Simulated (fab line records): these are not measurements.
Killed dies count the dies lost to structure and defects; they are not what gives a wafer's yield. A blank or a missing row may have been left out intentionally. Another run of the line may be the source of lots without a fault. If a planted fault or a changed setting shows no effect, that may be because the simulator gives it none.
Struck lot and sound lot, side by side    flow nand-harc    15 out of 1302 route steps
Sound: the wafers L715.2, L715.3, L715.4. Struck: wafer L728.4. (L728.1, L728.3 of the same lot were not struck and are left out.) The cause comes at the end.
Each step with rows lists, per side, the tool, then ch with its chambers, then its first start. Under that, the readings that differ: sound wafers    struck wafers    difference of the means    sigmas: that difference in standard deviations of wafers without a fault.
alike: a reading whose means differ by less than 2 such deviations, as well as words and numbers matching on both sides. not compared: withheld readings; readings where some wafer has no value; bounds like >300 that might hide an equal value; numbers whose values overlap and for which the record gives no deviation.
A row with sigmas, a row that says differs or no value, or rows on one side alone: a step with any of these is where the two part. When numbers do not overlap yet have no deviation, they are printed without sigmas and do not part them. A reading missing from all wafers of one side parts the sides only when that side holds two or more wafers.

NHARC_A_CHANNEL_HOLE_D2_STRIP_28: strips in O2.
  sound: rie-diel-06 ch 0,2,3; struck: rie-diel-07 ch 2
reading                 sound        struck  difference  sigmas
rf-hours-counter-h (h)  1.1 1.3 1.6  0.1     -1.2        
  alike: drypump-motor-current-A, oes-product-au, rf-vpp-V, showerhead-plenum-p-Torr, throttle-valve-pct
then, 2 steps without rows for these wafers: NHARC_A_CHANNEL_HOLE_D2_PRECLEAN_29 (cleans in SC1); NHARC_A_CHANNEL_HOLE_D2_SRD_30.
NHARC_A_CHANNEL_HOLE_D2_CD_MEAS_31:
  sound: cd-sem-02 at day 15 06:17; struck: cd-sem-03 at day 21 03:04
  alike: cd-nm
NHARC_A_CHANNEL_HOLE_D2_XSEM_32:
  sound on xsem-02 ch 0, day 15 06:22; struck on xsem-02 ch 0, day 21 03:09
  alike: bot-cd-nm, bow-nm, tilt-deg
NHARC_A_CHANNEL_HOLE_D2_INSPECT_40:
  sound: defect-inspect-02 at day 15 06:28; struck: defect-inspect-01 at day 21 03:15
  alike: raw-defect-count
then, 3 steps without rows for these wafers: NHARC_A_CHANNEL_FILL_D2_PRECLEAN_00 (cleans in SC1); NHARC_A_CHANNEL_FILL_D2_SRD_01; NHARC_A_CHANNEL_FILL_D2_ALD_02 (deposits SiO2, target thk 6 nm, pulse time 10 s, ald cycles 60).
NHARC_A_CHANNEL_FILL_D2_ALD_03: deposits SiNx, target thk 6 nm, pulse time 60 s, ald cycles 58.
  sound: ald-sin-batch-01 ch 0; struck: ald-sin-batch-02 ch 0
  alike: precursor-pulse-height-rel
  not compared: ald-cycles
NHARC_A_CHANNEL_FILL_D2_ALD_14: deposits SiO2, target thk 2.5 nm, pulse time 10 s, ald cycles 25.
  sound on ald-hk-03 ch 1,2,3, day 15 11:54; struck on ald-hk-02 ch 2, day 21 10:31
reading                sound        struck  difference  sigmas
heater-power-w (W)     349 454 424  538     +129        +3
since-wet-clean-h (h)  126 126 126  133     +7          
  alike: precursor-pulse-height-rel
  not compared: ald-cycles
NHARC_A_CHANNEL_FILL_D2_ALD_15: deposits SiNx, target thk 2 nm, pulse time 60 s, ald cycles 19.
  sound: ald-sin-batch-02 ch 0; struck: ald-sin-batch-01 ch 0
  alike: precursor-pulse-height-rel
  not compared: ald-cycles
NHARC_A_CHANNEL_FILL_D2_ALD_16: deposits SiO2, target thk 1.5 nm, pulse time 10 s, ald cycles 15.
  sound on ald-hk-04 ch 1,2,3, day 15 17:03; struck on ald-hk-03 ch 1, day 21 17:20
reading                sound     struck  difference  sigmas
ald-cycles             15 15 15  18      +3          
since-wet-clean-h (h)  87 87 87  97      +10         
  alike: heater-power-w, precursor-pulse-height-rel
then, 2 steps without rows for these wafers: NHARC_A_CHANNEL_FILL_D2_ANNEAL_17 (time 1800 s); NHARC_END_SORT_01.

WHERE THEY PART
Only at NHARC_A_CHANNEL_FILL_D2_ALD_14, within this record. Later steps at which nothing parts them and some readings are alike: NHARC_A_CHANNEL_FILL_D2_ALD_15, NHARC_A_CHANNEL_FILL_D2_ALD_16.

WHY: the cause the simulator had injected
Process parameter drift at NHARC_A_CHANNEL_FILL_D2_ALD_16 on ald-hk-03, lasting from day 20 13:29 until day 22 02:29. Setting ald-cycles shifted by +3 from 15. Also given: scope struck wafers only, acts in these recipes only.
